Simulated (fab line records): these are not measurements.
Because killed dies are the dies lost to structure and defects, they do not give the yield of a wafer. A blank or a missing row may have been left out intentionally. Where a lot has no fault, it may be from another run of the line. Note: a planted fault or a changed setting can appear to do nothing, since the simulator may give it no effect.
Chamber matching :: flow nandHarc :: 4 sister chambers for NHARC_A_STAIRCASE_DESCUM_168 on rieDiel-05
The step chemistry O2, time 3 s. 22 wafers are shown with their chamber, then 11 later ones without.

## WAFERS, EACH WITH ITS CHAMBER
wafer: L074.2
chamber: 1
drypumpMotorCurrentA (A): 6.5
showerheadPlenumPTorr (Torr): 2.02
oesProductAu (a.u.): 1.002

wafer: L074.4
chamber: 3
drypumpMotorCurrentA (A): 5.8
showerheadPlenumPTorr (Torr): 1.86
oesProductAu (a.u.): 0.988

wafer: L074.6
chamber: 3
drypumpMotorCurrentA (A): 5.7
showerheadPlenumPTorr (Torr): 1.86
oesProductAu (a.u.): 0.997

wafer: L075.4
chamber: 0
drypumpMotorCurrentA (A): 5.4
showerheadPlenumPTorr (Torr): 1.84
oesProductAu (a.u.): 0.977

wafer: L075.5
chamber: 2
drypumpMotorCurrentA (A): 6.1
showerheadPlenumPTorr (Torr): 1.87
oesProductAu (a.u.): 1.008

wafer: L075.6
chamber: 1
drypumpMotorCurrentA (A): 6.5
showerheadPlenumPTorr (Torr): 2.02
oesProductAu (a.u.): 0.988

wafer: L077.3
chamber: 1
drypumpMotorCurrentA (A): 6.5
showerheadPlenumPTorr (Torr): 2.02
oesProductAu (a.u.): 1.006

wafer: L077.5
chamber: 2
drypumpMotorCurrentA (A): 6.1
showerheadPlenumPTorr (Torr): 1.87
oesProductAu (a.u.): 1.004

wafer: L077.6
chamber: 3
drypumpMotorCurrentA (A): 5.7
showerheadPlenumPTorr (Torr): 1.85
oesProductAu (a.u.): 0.987

wafer: L079.1
chamber: 3
drypumpMotorCurrentA (A): 5.8
showerheadPlenumPTorr (Torr): 1.85
oesProductAu (a.u.): 1.004

wafer: L079.2
chamber: 0
drypumpMotorCurrentA (A): 5.4
showerheadPlenumPTorr (Torr): 1.84
oesProductAu (a.u.): 0.976

wafer: L079.5
chamber: 2
drypumpMotorCurrentA (A): 6.1
showerheadPlenumPTorr (Torr): 1.87
oesProductAu (a.u.): 1.007

wafer: L082.3
chamber: 3
drypumpMotorCurrentA (A): 5.8
showerheadPlenumPTorr (Torr): 1.85
oesProductAu (a.u.): 1.006

wafer: L082.4
chamber: 1
drypumpMotorCurrentA (A): 6.5
showerheadPlenumPTorr (Torr): 2.02
oesProductAu (a.u.): 1.016

wafer: L082.5
chamber: 2
drypumpMotorCurrentA (A): 6.1
showerheadPlenumPTorr (Torr): 1.87
oesProductAu (a.u.): 1.005

wafer: L080.1
chamber: 0
drypumpMotorCurrentA (A): 5.4
showerheadPlenumPTorr (Torr): 1.83
oesProductAu (a.u.): 0.993

wafer: L080.2
chamber: 3
drypumpMotorCurrentA (A): 5.8
showerheadPlenumPTorr (Torr): 1.85
oesProductAu (a.u.): 1.010

wafer: L080.3
chamber: 2
drypumpMotorCurrentA (A): 6.1
showerheadPlenumPTorr (Torr): 1.87
oesProductAu (a.u.): 1.006

wafer: L084.1
chamber: 0
drypumpMotorCurrentA (A): 5.4
showerheadPlenumPTorr (Torr): 1.83
oesProductAu (a.u.): 0.979

wafer: L084.2
chamber: 3
drypumpMotorCurrentA (A): 5.7
showerheadPlenumPTorr (Torr): 1.85
oesProductAu (a.u.): 1.000

wafer: L084.6
chamber: 2
drypumpMotorCurrentA (A): 6.1
showerheadPlenumPTorr (Torr): 1.86
oesProductAu (a.u.): 1.006

wafer: L087.1
chamber: 0
drypumpMotorCurrentA (A): 5.4
showerheadPlenumPTorr (Torr): 1.83
oesProductAu (a.u.): 0.997

SIGNATURES (means of the wafers above)
reading: drypumpMotorCurrentA
chamber 0: 5.400
chamber 1: 6.500
chamber 2: 6.100
chamber 3: 5.757
scatter within a chamber: 0.0309

reading: showerheadPlenumPTorr
chamber 0: 1.8340
chamber 1: 2.0200
chamber 2: 1.8683
chamber 3: 1.8529
scatter within a chamber: 0.00439

reading: oesProductAu
chamber 0: 0.98440
chamber 1: 1.00300
chamber 2: 1.00600
chamber 3: 0.99886
scatter within a chamber: 0.00839
Rule: distance of a wafer from a chamber = root of the sum over the readings of ((wafer's reading minus chamber's mean) / reading's scatter) squared. If the next closest chamber is less than 2 further off than the closest, the wafer can't be placed; otherwise it belongs to the closest. The scatter is the square root of a quotient: the sum, over the shown wafers, of each reading's squared deviation from its chamber's mean, divided by wafers minus chambers.

## WAFERS WHOSE CHAMBER IS MISSING
wafer: L087.4
drypumpMotorCurrentA (A): 6.6
showerheadPlenumPTorr (Torr): 2.01
oesProductAu (a.u.): 1.005

wafer: L087.6
drypumpMotorCurrentA (A): 5.8
showerheadPlenumPTorr (Torr): 1.85
oesProductAu (a.u.): 1.006

wafer: L086.1
drypumpMotorCurrentA (A): 6.1
showerheadPlenumPTorr (Torr): 1.86
oesProductAu (a.u.): 1.016

wafer: L086.2
drypumpMotorCurrentA (A): 5.7
showerheadPlenumPTorr (Torr): 1.85
oesProductAu (a.u.): 0.999

wafer: L086.6
drypumpMotorCurrentA (A): 6.1
showerheadPlenumPTorr (Torr): 1.86
oesProductAu (a.u.): 1.007

wafer: L091.2
drypumpMotorCurrentA (A): 5.8
showerheadPlenumPTorr (Torr): 1.84
oesProductAu (a.u.): 1.016

wafer: L091.3
drypumpMotorCurrentA (A): 6.5
showerheadPlenumPTorr (Torr): 2.01
oesProductAu (a.u.): 1.004

wafer: L091.5
drypumpMotorCurrentA (A): 5.4
showerheadPlenumPTorr (Torr): 1.83
oesProductAu (a.u.): 0.993

wafer: L093.2
drypumpMotorCurrentA (A): 5.7
showerheadPlenumPTorr (Torr): 1.84
oesProductAu (a.u.): 0.989

wafer: L093.4
drypumpMotorCurrentA (A): 5.4
showerheadPlenumPTorr (Torr): 1.82
oesProductAu (a.u.): 0.988

wafer: L093.5
drypumpMotorCurrentA (A): 6.1
showerheadPlenumPTorr (Torr): 1.86
oesProductAu (a.u.): 1.018

## THE CHAMBER EACH PASSED THROUGH
wafer: L087.4
from the rows above: 1
in truth: 1

wafer: L087.6
from the rows above: 3
in truth: 3

wafer: L086.1
from the rows above: 2
in truth: 2

wafer: L086.2
from the rows above: 3
in truth: 3

wafer: L086.6
from the rows above: 2
in truth: 2

wafer: L091.2
from the rows above: 3
in truth: 3

wafer: L091.3
from the rows above: 1
in truth: 1

wafer: L091.5
from the rows above: 0
in truth: 0

wafer: L093.2
from the rows above: 3
in truth: 3

wafer: L093.4
from the rows above: 0
in truth: 0

wafer: L093.5
from the rows above: 2
in truth: 2
Correct placement for 11 of the 11. Left unplaced by these rows: 0. Placed wrongly: 0.
